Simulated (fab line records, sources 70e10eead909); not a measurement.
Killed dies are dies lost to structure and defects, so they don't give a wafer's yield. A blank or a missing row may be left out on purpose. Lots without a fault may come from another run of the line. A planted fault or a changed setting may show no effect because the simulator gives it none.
fab line records | flow nand_harc
record lots=24 wafers=72 last_day=25
route steps=1159 shown A_CONTACT@910
lots that met no fault: from a run of the same line without faults
start_h: hours from the record's first day to the start of the lot's first wafer shown | wait_h: hours since the lot's step before | " the same as in the row above | L1.1+2: a row that stands for several wafers | - no value, or no start given | * or withheld: withheld | < > ~ a bound
route shown NAME@n: a module of which the file shows steps, and the number in the route of the first | usual: mean/standard deviation of fault-free wafers | same: alike in all rows | chamber/n: place in a boat | sites: the reading at each site | _std_site: their standard deviation | _edge_site: outer sites' mean less inner sites' | radius_mm: how far each site lies from the wafer's centre | mask NAME#n: copy n | behind: the tool/chamber that last shaped the wafer | hold: why the lot was held/for how many hours/how that ended | device: the transistor (n, p or np) that didn't switch | end of line: the same wafers' tests at the end of the route | a step without rows: its recipe alone | killed: dies lost to structure and defects at the first sort, not the wafer's yield | map: a wafer's dies, x killed, . not, _ none there
set.NAME: the setting as run; set.NAME@STEP: as run at that earlier step | model.NAME: the simulator's own value behind a step, which no gauge read
steps of the route over a sample of lots; a table a step, a row a wafer
services: from which hour (start_h, from the record's first day; less than 0 if before it) a tool's chamber was out of use, for how many hours, and why
## steps
# step NHARC_A_CONTACT_ETCH_130
# recipe source_w=withheld pressure_mtorr=20 bias_v=1200 time_s=155 target_depth_a=9560 ar_flow_sccm=withheld c4f8_flow_sccm=withheld o2_flow_sccm=withheld chemistry=C4F8/O2/Ar
# usual chamber_pressure_mTorr=20.000/0.017
# columns lot.wafer tool chamber start_h wait_h chamber_pressure_mTorr rf_hours_counter_h
L074.1 har_cap_etch-03 0 383.23 0.1 19.982 80
L074.2 " 1 " " 20.032 80
L074.6 " 1 " " 20.001 -
L075.2 har_cap_etch-01 0 393.51 0.1 19.990 59
L075.4 " 0 " " 20.045 -
L075.5 " 0 " " 20.011 -
L076.1 har_cap_etch-01 0 399.51 0.1 20.005 60
L076.3 " 0 " " 19.990 -
L076.6 " 0 " " 20.001 -
L077.2 har_cap_etch-01 1 403.00 0.1 19.983 62
L077.4 " 1 " " 19.978 -
L077.6 " 1 " " 19.990 -
L081.2 har_cap_etch-03 1 410.15 0.1 20.010 86
L081.4 " 0 " " 20.009 -
L081.5 " 1 " " 20.016 -
L078.2 har_cap_etch-01 1 413.48 0.1 19.999 64
L078.1 " 0 " " 20.003 64
L078.4 " 1 " " 19.986 -
L079.1 har_cap_etch-02 0 415.46 0.1 20.000 15
L079.3 " 1 " " 19.997 -
L079.6 " 0 " " 19.989 -
L082.1 har_cap_etch-02 1 439.55 0.1 20.021 17
L082.4 " 1 " " 19.985 -
L082.3 " 0 " " 19.999 -
L084.2 har_cap_etch-03 1 439.84 0.1 20.019 89
L084.1 " 0 " " 20.031 89
L084.6 " 0 " " 20.002 -
L080.1 har_cap_etch-01 1 447.20 0.1 20.024 69
L080.6 " 1 " " 20.021 -
L080.5 " 0 " " 20.021 -
L083.2 har_cap_etch-03 1 453.62 0.1 20.039 92
L083.3 " 0 " " 19.998 -
L083.4 " 1 " " 19.980 -
L085.1 har_cap_etch-02 1 458.88 0.1 19.992 20
L085.5 " 0 " " 19.988 -
L085.6 " 1 " " 19.996 -
L091.1 har_cap_etch-01 1 478.44 0.1 19.992 73
L091.3 " 1 " " 19.999 -
L091.5 " 0 " " 20.015 -
L087.2 har_cap_etch-03 1 479.59 0.1 20.005 95
L087.4 " 1 " " 19.985 -
L087.3 " 0 " " 20.010 -
L086.2 har_cap_etch-01 1 485.10 0.1 19.959 75
L086.1 " 0 " " 19.991 75
L086.4 " 1 " " 20.023 -
L088.1 har_cap_etch-03 1 487.19 0.2 20.003 96
L088.4 " 0 " " 19.976 -
L088.3 " 1 " " 19.983 -
L089.2 har_cap_etch-02 1 493.15 0.1 20.006 26
L089.4 " 1 " " 20.008 -
L089.6 " 0 " " 19.989 -
L090.1 har_cap_etch-02 1 501.38 0.1 20.010 28
L090.2 " 0 " " 20.015 28
L090.4 " 1 " " 20.015 -
L092.2 har_cap_etch-02 0 504.02 0.1 19.987 29
L092.4 " 1 " " 20.008 -
L092.5 " 0 " " 20.006 -
L094.1 har_cap_etch-03 1 511.03 0.2 19.996 101
L094.3 " 0 " " 20.001 -
L094.5 " 0 " " 19.992 -
L096.1 har_cap_etch-01 1 511.15 0.1 19.996 81
L096.5 " 1 " " 19.998 -
L096.6 " 0 " " 20.014 -
L093.2 har_cap_etch-02 1 515.63 0.1 20.004 31
L093.3 " 0 " " 19.999 -
L093.5 " 0 " " 19.980 -
L095.1 har_cap_etch-01 1 524.86 0.1 20.018 84
L095.4 " 0 " " 19.998 -
L095.6 " 0 " " 20.023 -
L097.2 har_cap_etch-03 0 526.24 0.1 20.011 104
L097.4 " 0 " " 19.979 -
L097.5 " 1 " " 19.999 -
# step NHARC_A_CONTACT_ETCH_91
# recipe target_depth_a=400 over_etch_frac=0.5 time_s=85.7 ion_energy_ev=120 ch3f_flow_sccm=50 o2_flow_sccm=30 ar_flow_sccm=200 rf_w=500 bias_w=100 chemistry=CH3F/O2
# usual bias_w=99.99/0.29 chamber_pressure_mTorr=24.999/0.024 drypump_motor_current_A=5.8/0.32 mfc_ar_sccm=200.0/0.57 oes_product_au=0.95/0.037 rf_vpp_V=244.5/2.1 showerhead_plenum_p_Torr=2.47/0.14 throttle_valve_pct=20.663/0.0089
# columns lot.wafer tool chamber start_h wait_h bias_w chamber_pressure_mTorr drypump_motor_current_A mfc_ar_sccm oes_product_au rf_hours_counter_h rf_vpp_V showerhead_plenum_p_Torr throttle_valve_pct
L074.1 rie_diel-13 2 384.22 0.5 99.90 24.941 5.2 199.2 0.91 36 246.9 2.62 20.661
L074.2 " 1 " " 99.83 25.010 5.8 200.9 0.92 30 242.7 2.34 20.670
L074.6 " 3 " " 100.41 24.961 6.0 200.4 0.94 - 240.7 2.28 20.651
L075.2 rie_diel-13 0 394.51 0.5 100.51 25.012 5.9 199.9 0.91 36 244.6 2.43 20.669
L075.4 " 1 " " 99.53 25.022 5.8 200.8 0.93 33 241.2 2.33 20.678
L075.5 " 3 " " 99.86 24.974 6.1 200.9 0.94 - 243.4 2.28 20.656
L076.1 rie_diel-06 3 400.51 0.5 99.74 25.017 6.0 199.4 0.93 31 242.4 2.28 20.664
L076.3 " 0 " " 100.17 25.009 5.4 199.6 0.91 22 242.1 2.35 20.670
L076.6 " 2 " " 100.07 24.979 5.6 199.7 0.94 - 245.9 2.58 20.671
L077.2 rie_diel-06 3 403.97 0.5 99.95 25.039 6.1 199.7 0.94 32 242.2 2.28 20.673
L077.4 " 1 " " 99.53 24.980 5.9 199.9 0.92 29 244.8 2.45 20.658
L077.6 " 3 " " 99.95 25.010 6.0 200.4 0.93 - 241.8 2.28 20.673
L081.4 rie_diel-06 0 411.13 0.4 100.27 24.977 5.4 200.6 0.92 25 242.3 2.35 20.652
L081.2 " 2 " " 100.19 25.017 5.6 200.0 0.93 35 245.3 2.58 20.672
L081.5 " 0 " " 100.10 25.042 5.4 199.7 0.91 - 242.4 2.35 20.642
L078.4 rie_diel-13 3 414.48 0.4 99.45 25.002 6.1 199.9 0.95 47 242.1 2.27 20.660
L078.1 " 0 " " 99.99 24.959 5.9 200.3 0.91 43 244.9 2.43 20.659
L078.2 " 1 " " 99.74 25.013 5.8 199.3 0.94 40 240.4 2.33 20.677
L079.1 rie_diel-06 0 416.44 0.5 99.81 24.979 5.4 201.3 0.92 27 242.4 2.35 20.678
L079.3 " 2 " " 100.31 24.990 5.6 199.5 0.93 37 247.7 2.57 20.661
L079.6 " 3 " " 100.41 24.995 6.1 198.9 0.92 - 241.6 2.28 20.657
L082.1 rie_diel-06 0 440.54 0.5 99.82 24.960 5.4 199.6 0.92 2 241.0 2.35 20.666
L082.3 " 2 " " 100.49 24.964 5.6 201.7 0.93 1 246.6 2.57 20.656
L082.4 " 3 " " 100.43 25.002 6.0 200.9 0.91 2 246.1 2.66 20.667
L084.2 rie_diel-06 3 440.86 0.5 99.79 25.035 6.0 200.1 0.98 2 246.8 2.66 20.664
L084.1 " 0 " " 99.90 25.028 5.4 200.3 1.01 2 243.2 2.35 20.653
L084.6 " 2 " " 99.62 25.000 5.6 199.9 1.01 - 246.1 2.57 20.679
L080.1 rie_diel-06 3 448.21 0.5 100.09 24.983 6.1 200.5 0.91 4 247.1 2.66 20.669
L080.6 " 3 " " 100.01 25.018 6.0 200.6 0.91 - 246.6 2.66 20.664
L080.5 " 0 " " 100.44 25.020 5.4 199.7 0.93 - 243.7 2.34 20.669
L083.2 rie_diel-03 1 454.58 0.5 99.99 25.034 6.4 200.2 0.99 20 243.9 2.37 20.659
L083.3 " 2 " " 100.06 24.988 5.9 200.6 1.01 20 244.2 2.65 20.657
L083.4 " 0 " " 99.54 25.047 6.1 199.5 1.00 21 243.1 2.35 20.655
L085.1 rie_diel-06 3 459.90 0.5 100.55 25.044 6.0 200.3 0.90 6 245.3 2.66 20.682
L085.6 " 0 " " 100.17 25.030 5.4 199.9 0.93 - 242.2 2.34 20.665
L085.5 " 1 " " 100.42 25.002 5.9 199.8 0.93 - 244.5 2.45 20.682
L091.1 rie_diel-13 2 479.41 0.5 99.81 24.997 5.2 200.5 0.98 9 245.9 2.61 20.666
L091.3 " 3 " " 100.19 25.056 6.1 200.1 1.03 8 246.3 2.66 20.667
L091.5 " 2 " " 99.76 25.046 5.2 200.2 0.98 - 244.5 2.61 20.658
L087.4 rie_diel-13 1 480.61 0.5 100.12 24.984 5.8 200.9 1.02 9 243.2 2.32 20.666
L087.3 " 2 " " 99.96 24.999 5.2 199.9 0.98 9 245.9 2.61 20.665
L087.2 " 3 " " 99.39 24.996 6.1 199.9 1.01 9 247.4 2.66 20.661
L086.4 rie_diel-13 2 486.09 0.4 99.85 25.006 5.2 199.7 0.91 11 246.4 2.61 20.654
L086.2 " 0 " " 99.79 24.969 5.9 200.3 0.91 10 243.7 2.42 20.663
L086.1 " 1 " " 100.54 24.986 5.8 199.4 0.93 10 240.9 2.32 20.664
L088.4 rie_diel-13 2 488.38 0.5 99.87 25.024 5.2 200.7 0.96 11 246.2 2.61 20.665
L088.3 " 3 " " 99.65 24.983 6.1 199.8 1.00 11 246.1 2.66 20.650
L088.1 " 1 " " 100.10 24.988 5.8 199.0 0.99 11 241.9 2.32 20.654
L089.4 rie_diel-03 1 494.13 0.4 100.61 24.990 6.4 199.7 0.99 36 243.5 2.36 20.669
L089.2 " 2 " " 99.89 24.985 5.9 199.7 1.00 36 246.8 2.65 20.654
L089.6 " 1 " " 100.22 24.965 6.4 199.8 0.98 - 242.0 2.36 20.677
L090.2 rie_diel-06 0 502.37 0.5 100.16 24.956 5.4 199.8 0.99 16 243.8 2.34 20.673
L090.1 " 1 " " 99.39 24.981 5.8 200.4 1.02 14 244.1 2.44 20.681
L090.4 " 3 " " 99.99 24.985 6.1 200.6 0.98 - 248.2 2.65 20.669
L092.2 rie_diel-06 0 504.98 0.5 100.40 25.039 5.4 200.6 0.93 16 243.5 2.34 20.672
L092.4 " 0 " " 99.99 25.016 5.4 200.7 0.92 - 242.9 2.34 20.666
L092.5 " 3 " " 100.18 25.022 6.0 201.2 0.92 - 246.5 2.65 20.653
L096.1 rie_diel-06 0 512.16 0.5 99.94 24.984 5.4 200.6 0.93 18 242.6 2.34 20.659
L096.5 " 3 " " 100.07 24.989 6.1 199.9 0.92 - 247.0 2.65 20.648
L096.6 " 0 " " 100.23 25.015 5.4 200.0 0.93 - 243.5 2.34 20.657
L094.1 rie_diel-06 1 512.26 0.6 100.00 24.981 5.8 199.5 1.01 17 244.5 2.44 20.663
L094.3 " 3 " " 99.65 24.984 6.0 199.3 0.99 18 246.0 2.65 20.683
L094.5 " 2 " " 100.20 25.004 5.6 200.4 0.99 - 246.2 2.57 20.657
L093.2 rie_diel-06 0 516.61 0.5 99.75 25.051 5.4 199.1 0.99 19 240.6 2.34 20.650
L093.3 " 1 " " 100.17 24.988 5.8 200.4 1.02 17 244.9 2.44 20.668
L093.5 " 0 " " 100.16 25.030 5.4 199.1 1.00 - 242.8 2.34 20.659
L095.1 rie_diel-13 0 525.84 0.5 99.90 25.004 5.9 200.5 0.91 24 243.3 2.42 20.661
L095.4 " 1 " " 100.33 25.021 5.8 199.0 0.93 25 242.6 2.32 20.646
L095.6 " 0 " " 100.09 24.997 5.9 200.7 0.91 - 243.6 2.42 20.652
L097.2 rie_diel-13 3 527.23 0.5 99.75 24.976 6.1 200.1 1.02 26 247.7 2.65 20.657
L097.4 " 0 " " 100.05 25.014 5.9 199.6 0.99 24 242.6 2.42 20.670
L097.5 " 3 " " 99.34 25.001 6.1 199.8 1.02 - 246.7 2.65 20.657
# step NHARC_A_CONTACT_DEP_84
# recipe target_thk_a=20000 temp_c=400 material=aC
# usual susceptor_temp_C=399.97/0.21 throttle_valve_pct=34.999/0.0092
# columns lot.wafer tool chamber start_h wait_h susceptor_temp_C throttle_valve_pct
L074.1 acl_dep-03 0 388.83 - 400.01 35.004
L074.2 " 0 " " 399.80 35.005
L074.6 " 0 " " 400.46 35.006
L075.2 acl_dep-02 0 396.68 - 399.84 35.014
L075.4 " 0 " " 399.71 35.014
L075.5 " 0 " " 400.22 35.015
L076.1 acl_dep-02 0 401.89 - - 35.009
L076.3 " 0 " " - 35.010
L076.6 " 0 " " - 35.010
L077.2 acl_dep-02 0 405.81 - 400.00 35.003
L077.4 " 0 " " 400.33 34.999
L077.6 " 0 " " 399.83 34.986
L081.2 acl_dep-02 0 412.55 - 400.23 34.987
L081.4 " 0 " " 399.93 34.994
L081.5 " 0 " " 399.89 35.011
L078.1 acl_dep-01 0 415.63 - - 34.994
L078.2 " 0 " " - 34.993
L078.4 " 0 " " - 35.013
L079.1 acl_dep-02 0 418.76 - 400.16 34.986
L079.3 " 0 " " 400.40 34.995
L079.6 " 0 " " 400.56 34.987
L082.1 acl_dep-02 0 442.04 - 400.23 35.005
L082.3 " 0 " " 399.99 34.996
L082.4 " 0 " " 400.02 34.993
L084.1 acl_dep-01 0 442.45 - 399.81 34.993
L084.2 " 0 " " 399.47 34.997
L084.6 " 0 " " 399.76 34.994
L080.1 acl_dep-03 0 450.15 - - 34.992
L080.5 " 0 " " - 35.020
L080.6 " 0 " " - 35.002
L083.2 acl_dep-03 0 458.38 - 399.92 34.987
L083.3 " 0 " " 399.94 35.005
L083.4 " 0 " " 399.80 35.012
L085.1 acl_dep-02 0 461.07 - - 34.999
L085.5 " 0 " " - 35.009
L085.6 " 0 " " - 35.007
L091.1 acl_dep-03 0 485.87 - 399.74 35.004
L091.3 " 0 " " 400.12 34.990
L091.5 " 0 " " 400.06 35.006
L087.2 acl_dep-03 0 487.35 - 399.80 35.026
L087.3 " 0 " " 399.76 34.979
L087.4 " 0 " " 399.65 34.990
L086.1 acl_dep-01 0 491.22 - 400.17 35.001
L086.2 " 0 " " 400.03 34.998
L086.4 " 0 " " 399.94 34.999
L088.1 acl_dep-03 0 492.99 - 400.24 34.999
L088.3 " 0 " " 400.25 35.008
L088.4 " 0 " " 399.98 35.008
L089.2 acl_dep-02 0 496.25 - 399.96 35.000
L089.4 " 0 " " 400.11 34.999
L089.6 " 0 " " 399.96 34.999
L090.1 acl_dep-02 0 504.01 - 399.88 34.991
L090.2 " 0 " " 399.84 35.000
L090.4 " 0 " " 399.80 35.002
L092.2 acl_dep-01 0 506.49 - 400.08 35.002
L092.4 " 0 " " 400.10 34.993
L092.5 " 0 " " 400.36 35.014
L094.1 acl_dep-02 0 514.84 - - 34.988
L094.3 " 0 " " - 35.003
L094.5 " 0 " " - 34.982
L096.1 acl_dep-03 0 515.52 - - 34.996
L096.5 " 0 " " - 35.012
L096.6 " 0 " " - 35.003
L093.2 acl_dep-03 0 517.97 - 399.81 34.995
L093.3 " 0 " " 400.19 34.998
L093.5 " 0 " " 400.04 35.000
L095.1 acl_dep-02 0 529.67 - 400.08 34.990
L095.4 " 0 " " 399.87 34.984
L095.6 " 0 " " 399.81 35.009
L097.2 acl_dep-01 0 530.12 - 399.84 34.998
L097.4 " 0 " " 399.64 35.010
L097.5 " 0 " " 400.02 35.003
# step NHARC_A_CONTACT_DEP_85
# recipe target_thk_a=500 target_thk_nm=50 temp_c=400 pressure_torr=3.5 flow_sccm=200 rf_w=350 material=SiON
# usual heater_power_w=764/96 susceptor_temp_C=400.00/0.22
# columns lot.wafer tool chamber start_h wait_h heater_power_w susceptor_temp_C
L074.1 pecvd-03 2 390.10 1.1 761 399.82
L074.2 " 0 " " 660 400.19
L074.6 " 2 " " 751 400.24
L075.2 pecvd-04 0 397.73 0.8 544 400.04
L075.5 " 0 " " 556 399.81
L075.4 " 2 " " 724 400.14
L076.1 pecvd-04 0 403.12 1.0 565 400.04
L076.3 " 2 " " 721 399.70
L076.6 " 2 " " 723 399.74
L077.2 pecvd-03 1 406.86 0.8 851 399.88
L077.6 " 1 " " 869 399.87
L077.4 " 0 " " 633 399.78
L081.2 pecvd-01 0 413.65 0.9 722 400.03
L081.4 " 2 " " 754 400.06
L081.5 " 1 " " 879 399.88
L078.1 pecvd-01 2 416.95 1.1 667 399.70
L078.2 " 1 " " 784 399.77
L078.4 " 1 " " 793 400.08
L079.1 pecvd-04 1 420.59 1.6 762 399.84
L079.3 " 2 " " 746 399.45
L079.6 " 2 " " 734 399.90
L082.1 pecvd-01 2 443.31 1.1 629 400.31
L082.3 " 0 " " 833 400.09
L082.4 " 0 " " 839 399.93
L084.1 pecvd-01 0 443.71 1.1 873 400.04
L084.2 " 1 " " 860 399.84
L084.6 " 0 " " 907 400.42
L080.1 pecvd-03 1 451.43 1.1 788 399.61
L080.6 " 0 " " 706 399.99
L080.5 " 2 " " 862 399.96
L083.2 pecvd-01 1 459.50 0.9 854 399.98
L083.3 " 0 " " 750 399.84
L083.4 " 1 " " 875 399.86
L085.1 pecvd-01 0 462.36 1.1 833 399.97
L085.5 " 0 " " 865 400.00
L085.6 " 1 " " 811 400.00
L091.3 pecvd-01 1 487.16 0.7 864 400.52
L091.1 " 0 " " 829 400.35
L091.5 " 0 " " 833 399.85
L087.2 pecvd-01 2 488.44 0.9 622 399.96
L087.3 " 1 " " 800 400.03
L087.4 " 2 " " 618 400.06
L086.1 pecvd-04 1 492.48 1.1 684 400.16
L086.2 " 2 " " 735 399.57
L086.4 " 1 " " 695 399.98
L088.1 pecvd-04 1 494.30 1.1 737 400.25
L088.3 " 2 " " 750 399.73
L088.4 " 1 " " 734 399.98
L089.2 pecvd-03 0 497.38 0.9 657 399.85
L089.6 " 2 " " 892 400.34
L089.4 " 0 " " 652 399.83
L090.2 pecvd-03 2 505.44 1.0 915 399.95
L090.1 " 0 " " 684 400.12
L090.4 " 2 " " 896 400.27
L092.2 pecvd-01 1 507.58 0.9 907 400.31
L092.5 " 0 " " 882 399.79
L092.4 " 1 " " 896 400.13
L094.1 pecvd-01 2 516.08 1.0 649 400.08
L094.3 " 0 " " 884 400.28
L094.5 " 0 " " 905 400.08
L096.1 pecvd-01 2 516.80 1.1 742 399.79
L096.6 " 2 " " 724 399.94
L096.5 " 0 " " 877 399.67
L093.2 pecvd-01 1 519.04 0.9 788 400.07
L093.3 " 0 " " 874 400.51
L093.5 " 2 " " 624 399.94
L095.1 pecvd-04 0 531.00 1.1 578 399.95
L095.4 " 1 " " 699 400.03
L095.6 " 2 " " 739 400.15
L097.2 pecvd-01 2 531.24 0.9 699 399.84
L097.4 " 0 " " 774 399.67
L097.5 " 1 " " 858 400.04
# step NHARC_A_CONTACT_CD_MEAS_08
# recipe target_cd_nm=100 landing_energy_ev=500
# usual cd_nm=100.2/0.7
# columns lot.wafer tool chamber start_h wait_h cd_nm
L074.1 cd_sem-02 0 390.81 - 99.4
L074.2 " 0 " " 99.0
L074.6 " 0 " " 99.1
L075.2 cd_sem-02 0 398.46 - 99.5
L075.4 " 0 " " 100.4
L075.5 " 0 " " 99.5
L076.1 cd_sem-02 0 403.85 - 101.5
L076.3 " 0 " " 101.4
L076.6 " 0 " " 100.3
L077.2 cd_sem-03 0 407.58 - 101.5
L077.4 " 0 " " 99.9
L077.6 " 0 " " 100.4
L081.2 cd_sem-02 0 414.34 - 100.3
L081.4 " 0 " " 99.8
L081.5 " 0 " " 99.7
L078.1 cd_sem-02 0 417.75 - 100.6
L078.2 " 0 " " 100.6
L078.4 " 0 " " 99.2
L079.1 cd_sem-03 0 421.28 - 99.7
L079.3 " 0 " " 100.0
L079.6 " 0 " " 99.5
L082.1 cd_sem-03 0 444.03 - 99.2
L082.3 " 0 " " 99.9
L082.4 " 0 " " 99.4
L084.1 cd_sem-02 0 444.43 - 100.0
L084.2 " 0 " " 100.4
L084.6 " 0 " " 100.8
L080.1 cd_sem-02 0 452.13 - 99.9
L080.5 " 0 " " 99.9
L080.6 " 0 " " 100.6
L083.2 cd_sem-02 0 460.27 - 99.5
L083.3 " 0 " " 100.2
L083.4 " 0 " " 100.3
L085.1 cd_sem-03 0 462.95 - 100.7
L085.5 " 0 " " 100.1
L085.6 " 0 " " 100.0
L091.1 cd_sem-01 0 487.88 - 99.8
L091.3 " 0 " " 99.5
L091.5 " 0 " " 100.2
L087.2 cd_sem-03 0 489.03 - 100.0
L087.3 " 0 " " 99.1
L087.4 " 0 " " 99.5
L086.1 cd_sem-01 0 493.29 - 100.1
L086.2 " 0 " " 99.9
L086.4 " 0 " " 99.5
L088.1 cd_sem-01 0 494.94 - 100.4
L088.3 " 0 " " 100.9
L088.4 " 0 " " 100.0
L089.2 cd_sem-03 0 498.06 - 100.6
L089.4 " 0 " " 100.6
L089.6 " 0 " " 100.6
L090.1 cd_sem-02 0 506.00 - 102.0
L090.2 " 0 " " 101.4
L090.4 " 0 " " 100.6
L092.2 cd_sem-03 0 508.27 - 100.8
L092.4 " 0 " " 101.5
L092.5 " 0 " " 101.6
L094.1 cd_sem-03 0 516.80 - 100.3
L094.3 " 0 " " 101.0
L094.5 " 0 " " 100.7
L096.1 cd_sem-03 0 517.49 - 100.0
L096.5 " 0 " " 101.2
L096.6 " 0 " " 100.4
L093.2 cd_sem-03 0 519.65 - 101.1
L093.3 " 0 " " 101.1
L093.5 " 0 " " 99.8
L095.1 cd_sem-01 0 531.67 - 100.1
L095.4 " 0 " " 99.9
L095.6 " 0 " " 100.0
L097.2 cd_sem-01 0 531.91 - 99.8
L097.4 " 0 " " 100.0
L097.5 " 0 " " 100.0
# step NHARC_A_CONTACT_STRIP_26
# recipe o2_flow_sccm=500 ar_flow_sccm=0 bias_w=0 chemistry=O2
# usual chamber_pressure_mTorr=60.00/0.06 drypump_motor_current_A=5.8/0.31 mfc_ar_sccm=0.013/0.018 oes_product_au=0.999/0.013 rf_vpp_V=57.9/0.86 showerhead_plenum_p_Torr=3.55/0.18 throttle_valve_pct=17.037/0.0085
# same bias_w=0
# columns lot.wafer tool chamber start_h wait_h chamber_pressure_mTorr drypump_motor_current_A mfc_ar_sccm oes_product_au rf_hours_counter_h rf_vpp_V showerhead_plenum_p_Torr throttle_valve_pct
L074.2 rie_diel-13 3 - - 60.03 6.1 0 1.024 38 57.7 3.28 17.041
L074.1 " 1 " " 59.99 5.8 0 1.013 33 56.8 3.36 17.052
L074.6 " 3 " " 60.03 6.1 0 1.020 - 57.6 3.28 17.045
L075.2 rie_diel-06 3 - - 60.05 6.1 0 1.002 32 57.9 3.28 17.031
L075.4 " 1 " " 59.96 5.9 0.001 1.004 29 58.1 3.52 17.036
L075.5 " 2 " " 59.95 5.6 0.038 1.011 - 59.1 3.69 17.027
L076.1 rie_diel-03 0 - - 59.97 6.1 0 1.001 4 57.6 3.39 17.046
L076.3 " 1 " " 59.93 6.4 0.021 0.986 4 56.6 3.41 17.034
L076.6 " 2 " " 59.93 5.9 0 0.995 - 57.7 3.81 17.042
L077.2 rie_diel-06 1 - - 60.07 5.9 0.001 1.009 31 57.1 3.52 17.034
L077.4 " 2 " " 60.05 5.6 0.038 1.019 35 58.0 3.69 17.038
L077.6 " 0 " " 60.02 5.4 0.041 1.000 - 58.3 3.37 17.037
L081.2 rie_diel-06 0 - - 59.97 5.4 0.041 0.990 27 58.0 3.37 17.040
L081.5 " 2 " " 59.96 5.6 0.038 1.019 - 57.9 3.69 17.049
L081.4 " 0 " " 60.09 5.4 0.041 0.992 - 57.5 3.37 17.046
L078.2 rie_diel-03 2 - - 60.06 5.9 0 1.005 8 59.6 3.80 17.032
L078.4 " 0 " " 60.13 6.1 0 1.009 8 57.4 3.39 17.044
L078.1 " 1 " " 60.04 6.4 0.021 0.982 8 57.4 3.41 17.037
L079.3 rie_diel-03 2 - - 59.89 6.0 0 1.012 9 57.4 3.80 17.037
L079.1 " 1 " " 60.05 6.4 0.021 0.983 9 57.6 3.40 17.036
L079.6 " 3 " " 59.95 6.2 0 0.990 - 57.8 3.64 17.042
L082.1 rie_diel-06 3 - - 59.99 6.1 0 0.976 4 56.5 3.81 17.034
L082.4 " 0 " " 59.95 5.4 0.041 0.988 5 57.6 3.37 17.042
L082.3 " 1 " " 59.96 5.8 0.001 1.006 4 56.9 3.51 17.032
L084.1 rie_diel-13 1 - - 60.06 5.8 0 1.004 54 58.2 3.35 17.030
L084.2 " 2 " " 60.04 5.1 0 0.979 62 59.1 3.74 17.047
L084.6 " 3 " " 59.97 6.1 0 1.015 - 58.1 3.27 17.033
L080.1 rie_diel-06 3 - - 59.97 6.0 0 0.980 6 58.3 3.81 17.038
L080.6 " 1 " " 59.96 5.8 0.001 1.017 - 58.5 3.51 17.036
L080.5 " 2 " " 60.00 5.6 0.038 1.005 - 58.2 3.69 17.033
L083.4 rie_diel-06 1 - - 59.96 5.8 0.001 1.011 6 58.8 3.51 17.036
L083.3 " 2 " " 60.04 5.6 0.038 1.003 5 58.0 3.69 17.057
L083.2 " 0 " " 59.97 5.4 0.041 1.000 7 57.0 3.37 17.040
L085.1 rie_diel-06 2 - - 59.99 5.6 0.038 1.012 5 58.5 3.69 17.046
L085.5 " 3 " " 60.02 6.1 0 0.985 - 58.7 3.80 17.027
L085.6 " 0 " " 59.99 5.4 0.041 1.000 - 58.7 3.37 17.047
L091.1 rie_diel-06 0 - - 60.03 5.4 0.041 0.992 13 57.3 3.37 17.045
L091.3 " 2 " " 60.01 5.6 0.038 0.999 11 58.7 3.68 17.037
L091.5 " 3 " " 59.87 6.1 0 0.976 - 58.3 3.80 17.041
L087.4 rie_diel-13 2 - - 60.07 5.2 0 0.968 13 57.8 3.73 17.033
L087.3 " 3 " " 59.94 6.1 0 1.017 13 58.3 3.80 17.037
L087.2 " 0 " " 60.06 5.9 0 0.984 12 59.2 3.48 17.028
L086.4 rie_diel-03 2 - - 59.98 5.9 0 0.995 37 57.4 3.79 17.037
L086.2 " 3 " " 60.15 6.2 0 0.987 37 58.2 3.62 17.036
L086.1 " 0 " " 60.02 6.1 0 0.993 36 57.9 3.37 17.041
L088.1 rie_diel-06 1 - - 60.02 5.9 0.001 1.008 14 57.8 3.51 17.037
L088.3 " 3 " " 60.02 6.1 0 0.990 15 58.9 3.80 17.036
L088.4 " 1 " " 60.03 5.8 0.001 1.018 - 58.4 3.51 17.034
L089.2 rie_diel-06 1 - - 60.03 5.9 0.001 1.018 14 59.1 3.51 17.047
L089.4 " 0 " " 59.95 5.4 0.041 0.989 - 57.7 3.36 17.049
L089.6 " 1 " " 59.93 5.9 0.001 1.010 - 57.0 3.51 17.032
L090.4 rie_diel-13 2 - - 59.97 5.2 0 0.992 20 59.2 3.73 17.067
L090.1 " 3 " " 60.05 6.1 0 1.014 20 57.6 3.80 17.039
L090.2 " 0 " " 60.04 6.0 0 0.977 18 58.1 3.47 17.032
L092.2 rie_diel-06 0 - - 60.02 5.4 0.041 0.992 18 57.0 3.36 17.034
L092.4 " 2 " " 59.95 5.6 0.038 0.996 13 57.2 3.68 17.029
L092.5 " 0 " " 59.99 5.4 0.041 0.993 - 56.3 3.36 17.035
L094.1 rie_diel-06 1 - - 59.95 5.8 0.001 1.012 18 57.1 3.51 17.039
L094.3 " 3 " " 59.96 6.1 0 0.987 19 58.4 3.80 17.031
L094.5 " 1 " " 59.92 5.8 0.001 1.020 - 58.1 3.51 17.061
L096.1 rie_diel-06 0 - - 59.94 5.4 0.041 1.004 20 58.2 3.36 17.017
L096.5 " 3 " " 60.02 6.1 0 0.991 - 58.9 3.80 17.043
L096.6 " 0 " " 59.89 5.4 0.041 1.001 - 57.3 3.36 17.027
L093.2 rie_diel-06 2 - - 59.98 5.6 0.038 0.999 14 57.3 3.68 17.043
L093.3 " 3 " " 60.00 6.1 0 0.977 19 58.8 3.80 17.043
L093.5 " 1 " " 59.94 5.8 0.001 1.005 - 59.3 3.51 17.038
L095.1 rie_diel-03 1 - - 59.98 6.4 0.021 0.991 53 57.7 3.38 17.035
L095.4 " 3 " " 60.05 6.2 0 0.997 51 57.6 3.61 17.029
L095.6 " 1 " " 59.94 6.4 0.021 0.985 - 58.0 3.38 17.035
L097.2 rie_diel-06 1 - - 60.00 5.8 0.001 1.022 20 57.4 3.50 17.037
L097.4 " 0 " " 59.95 5.4 0.041 1.000 22 57.2 3.36 17.030
L097.5 " 1 " " 60.13 5.8 0.001 1.011 - 56.6 3.50 17.029
## services
# columns tool chamber start_h hours kind
rie_diel-06 0 361.18 5.0 repair
rie_diel-06 0 372.96 - clean
rie_diel-06 1 372.96 - clean
rie_diel-06 2 372.96 - clean
rie_diel-06 3 372.96 - clean
rie_diel-03 1 373.11 22.4 repair
pecvd-04 - 376.47 13.0 pm
rie_diel-03 - 392.36 9.0 pm
rie_diel-06 0 397.46 - clean
rie_diel-06 1 397.46 - clean
rie_diel-06 2 397.46 - clean
acl_dep-03 - 406.19 13.0 pm
pecvd-01 0 415.73 4.8 repair
pecvd-03 2 415.73 9.6 repair
rie_diel-06 - 418.20 9.0 pm
pecvd-01 - 418.39 13.0 pm
pecvd-01 2 453.02 6.8 repair
rie_diel-13 - 453.37 9.0 pm
rie_diel-13 - 470.70 1.6 repair
pecvd-03 - 473.17 13.0 pm
acl_dep-01 - 478.22 13.0 pm
rie_diel-06 2 492.00 16.2 repair
pecvd-01 0 520.71 5.4 repair
acl_dep-02 - 531.51 13.0 pm
## key
fault none
